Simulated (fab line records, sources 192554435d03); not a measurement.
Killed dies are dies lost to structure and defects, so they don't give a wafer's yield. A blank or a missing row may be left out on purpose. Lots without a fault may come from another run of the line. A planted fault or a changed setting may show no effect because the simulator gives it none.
A struck lot beside a sound one | flow n5_finfet | 20 steps out of a route of 1938
Sound: wafers L331.1, L331.3, L331.5. Struck: wafers L343.1, L343.2, L343.6. The cause comes at the end.
At each step with rows: each side's tool, then ch and its chambers, then its first start. Under that, the readings that differ: sound wafers | struck wafers | difference of the means | sigmas: that difference in standard deviations of wafers without a fault.
alike: readings whose means differ by less than 2 such deviations, and words and numbers that are the same on both sides. not compared: withheld readings, readings that some wafer has no value for, bounds like >300 that may hide the same value, and numbers for which the record gives no deviation and whose values overlap.
The two part at a step that has a row with sigmas, a row that says differs or no value, or rows on one side only. Numbers that don't overlap but have no deviation are shown without sigmas and don't part them. A reading that every wafer of one side lacks parts them only if that side has two wafers or more.

N5_MIM_BOT_ETCH_ETCH_03: etches the open film in Cl2/BCl3, target depth 12 nm.
  sound on rie_metal-02 ch 0,1, day 21 06:16; struck on rie_metal-02 ch 0,1, day 22 21:20
  alike: drypump_motor_current_A, he_backside_leak_sccm, oes_product_au, throttle_valve_pct
  not compared: rf_hours_counter_h
N5_MIM_BOT_ETCH_ETCH_00: etches TiN in Cl2/BCl3, target depth 45.5 nm.
  sound on rie_metal-02 ch 0,1, day 21 06:22; struck on rie_metal-02 ch 0,1, day 22 21:26
  alike: drypump_motor_current_A, he_backside_leak_sccm, oes_product_au, throttle_valve_pct
  not compared: rf_hours_counter_h
N5_MIM_BOT_ETCH_STRIP_01: strips in O2.
  sound on rie_diel-02 ch 0,2,3, day 21 06:31; struck on rie_diel-06 ch 1,2,3, day 22 21:34
  alike: drypump_motor_current_A, oes_product_au, rf_vpp_V, showerhead_plenum_p_Torr, throttle_valve_pct
  not compared: rf_hours_counter_h
then, 3 steps without rows for these wafers: N5_MIM_BOT_ETCH_STRIP_02 (strips in post etch residue remover, time 1200 s); N5_MIM_BOT_ETCH_CLEAN_05 (cleans in IPA, time 180 s); N5_MIM_BOT_ETCH_SRD_06 (time 30 s).
N5_PASSIVATION_PECVD_55: deposits SiO2 from SiH4/N2O, target thk 400 nm, time 22.5 s.
  sound on pecvd-04 ch 0,1,2, day 21 07:01; struck on pecvd-04 ch 0,1,2, day 22 22:04
  alike: heater_power_w, showerhead_plenum_p_Torr, showerhead_vpp_V, throttle_valve_pct
N5_PASSIVATION_PECVD_01: deposits SiNx from SiH4/NH3/N2, target thk 200 nm, time 43.2 s.
  sound on pecvd-04 ch 0,1,2, day 21 07:02; struck on pecvd-04 ch 0,1,2, day 22 22:06
  alike: heater_power_w, showerhead_plenum_p_Torr, showerhead_vpp_V, throttle_valve_pct
then, 4 steps without rows for these wafers: N5_PASSIVATION_HMDS_03 (time 60 s); N5_PASSIVATION_COAT_04; N5_PASSIVATION_EBR_06; N5_PASSIVATION_SOFTBAKE_05 (time 90 s).
N5_PASSIVATION_EXPOSE_07: exposes mask TV, defocus 0 nm, target cd 3000 nm.
  sound on krf_scanner-01 ch 0, day 21 07:24; struck on krf_scanner-01 ch 0, day 23 00:59
  reading                          | sound          | struck            | difference | sigmas
  model.TV_LITHO.overlay_x_nm (nm) | -1.4 -1.4 -1.4 | 383.4 383.4 383.4 | +384.8     |
  alike: mask
then, 3 steps without rows for these wafers: N5_PASSIVATION_PEB_08; N5_PASSIVATION_DEVELOP_09 (develop time 60 s); N5_PASSIVATION_HARDBAKE_11 (time 120 s).
N5_PASSIVATION_CD_MEAS_10: target cd 3000 nm.
  sound on cd_sem-01 ch 0, day 21 07:35; struck on cd_sem-03 ch 0, day 23 01:10
  alike: cd_nm
N5_PASSIVATION_OVL_MEAS_60:
  sound on overlay-01 ch 0, day 21 07:37; struck on overlay-01 ch 0, day 23 01:11
  reading     | sound  | struck      | difference | sigmas
  TV_OVL (nm) | 9 4 -2 | 382 393 386 | +383       | +61
N5_PASSIVATION_INSPECT_61: inspects for defects (macro).
  sound on defect_inspect-01, day 21 07:38; struck on defect_inspect-01, day 23 01:13
  alike: raw_defect_count
then, 1 step without rows for these wafers: N5_PASSIVATION_PROBE_49.

WHERE THEY PART
Only at N5_PASSIVATION_OVL_MEAS_60, within this record. Later steps at which nothing parts them and some readings are alike: N5_PASSIVATION_INSPECT_61.

WHY: what the simulator had put in
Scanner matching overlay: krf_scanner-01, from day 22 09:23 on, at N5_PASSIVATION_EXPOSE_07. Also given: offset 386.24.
